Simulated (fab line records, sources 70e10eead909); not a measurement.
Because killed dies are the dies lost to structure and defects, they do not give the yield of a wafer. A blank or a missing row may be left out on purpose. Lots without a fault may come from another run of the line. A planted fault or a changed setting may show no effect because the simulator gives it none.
Matching of chambers / flow nandHarc / 4 sister chambers for NHARC_A_SLIT_ETCH_24 on rieDiel-09
The step etches the open film in CF4/CHF3, target depth 121 nm, time 60.5 s. 14 wafers are shown with their chamber, then 7 later ones without.

WAFERS WITH THEIR CHAMBER
wafer=L081.1; chamber=1; showerheadPlenumPTorr (Torr)=1.61; drypumpMotorCurrentA (A)=6.2; rfVppV (V)=372.3
wafer=L081.2; chamber=0; showerheadPlenumPTorr (Torr)=1.51; drypumpMotorCurrentA (A)=6.3; rfVppV (V)=367.1
wafer=L081.3; chamber=2; showerheadPlenumPTorr (Torr)=1.59; drypumpMotorCurrentA (A)=6.1; rfVppV (V)=371.7
wafer=L082.3; chamber=3; showerheadPlenumPTorr (Torr)=1.52; drypumpMotorCurrentA (A)=6.3; rfVppV (V)=369.7
wafer=L082.4; chamber=1; showerheadPlenumPTorr (Torr)=1.61; drypumpMotorCurrentA (A)=6.2; rfVppV (V)=371.2
wafer=L082.5; chamber=1; showerheadPlenumPTorr (Torr)=1.62; drypumpMotorCurrentA (A)=6.2; rfVppV (V)=371.7
wafer=L083.1; chamber=1; showerheadPlenumPTorr (Torr)=1.61; drypumpMotorCurrentA (A)=6.2; rfVppV (V)=370.5
wafer=L083.4; chamber=0; showerheadPlenumPTorr (Torr)=1.51; drypumpMotorCurrentA (A)=6.4; rfVppV (V)=367.7
wafer=L083.6; chamber=2; showerheadPlenumPTorr (Torr)=1.59; drypumpMotorCurrentA (A)=6.1; rfVppV (V)=372.0
wafer=L086.1; chamber=2; showerheadPlenumPTorr (Torr)=1.59; drypumpMotorCurrentA (A)=6.1; rfVppV (V)=370.7
wafer=L086.4; chamber=0; showerheadPlenumPTorr (Torr)=1.51; drypumpMotorCurrentA (A)=6.4; rfVppV (V)=370.3
wafer=L086.6; chamber=1; showerheadPlenumPTorr (Torr)=1.61; drypumpMotorCurrentA (A)=6.2; rfVppV (V)=371.0
wafer=L085.2; chamber=2; showerheadPlenumPTorr (Torr)=1.59; drypumpMotorCurrentA (A)=6.1; rfVppV (V)=370.5
wafer=L085.3; chamber=3; showerheadPlenumPTorr (Torr)=1.52; drypumpMotorCurrentA (A)=6.2; rfVppV (V)=368.7

SIGNATURES (averages over the wafers above)
reading=showerheadPlenumPTorr; chamber 0=1.5100; chamber 1=1.6120; chamber 2=1.5900; chamber 3=1.5200; scatter within a chamber=0.00283
reading=drypumpMotorCurrentA; chamber 0=6.367; chamber 1=6.200; chamber 2=6.100; chamber 3=6.250; scatter within a chamber=0.0342
reading=rfVppV; chamber 0=368.367; chamber 1=371.340; chamber 2=371.225; chamber 3=369.200; scatter within a chamber=0.99
Rule: distance of a wafer from a chamber = root of the sum over the readings of ((wafer's reading minus chamber's mean) / reading's scatter) squared. If the next closest chamber is less than 2 further off than the closest, the wafer can't be placed; otherwise it belongs to the closest. The scatter: the root of (the sum of the squares of (reading less its chamber's mean) over the shown wafers, divided by (wafers less chambers)).

WAFERS WITH NO CHAMBER GIVEN
wafer=L085.4; showerheadPlenumPTorr (Torr)=1.61; drypumpMotorCurrentA (A)=6.2; rfVppV (V)=372.4
wafer=L091.1; showerheadPlenumPTorr (Torr)=1.52; drypumpMotorCurrentA (A)=6.3; rfVppV (V)=368.0
wafer=L091.3; showerheadPlenumPTorr (Torr)=1.50; drypumpMotorCurrentA (A)=6.4; rfVppV (V)=368.1
wafer=L091.4; showerheadPlenumPTorr (Torr)=1.61; drypumpMotorCurrentA (A)=6.2; rfVppV (V)=371.7
wafer=L088.2; showerheadPlenumPTorr (Torr)=1.61; drypumpMotorCurrentA (A)=6.2; rfVppV (V)=373.6
wafer=L088.3; showerheadPlenumPTorr (Torr)=1.59; drypumpMotorCurrentA (A)=6.1; rfVppV (V)=370.8
wafer=L088.5; showerheadPlenumPTorr (Torr)=1.50; drypumpMotorCurrentA (A)=6.3; rfVppV (V)=369.4

CHAMBER TAKEN BY EACH
wafer=L085.4; from the rows above=1; in truth=1
wafer=L091.1; from the rows above=3; in truth=3
wafer=L091.3; from the rows above=0; in truth=0
wafer=L091.4; from the rows above=1; in truth=1
wafer=L088.2; from the rows above=1; in truth=1
wafer=L088.3; from the rows above=2; in truth=2
wafer=L088.5; from the rows above=0; in truth=0
Correctly placed: 7 of 7. Number that these rows cannot place: 0. Wrongly placed: 0.
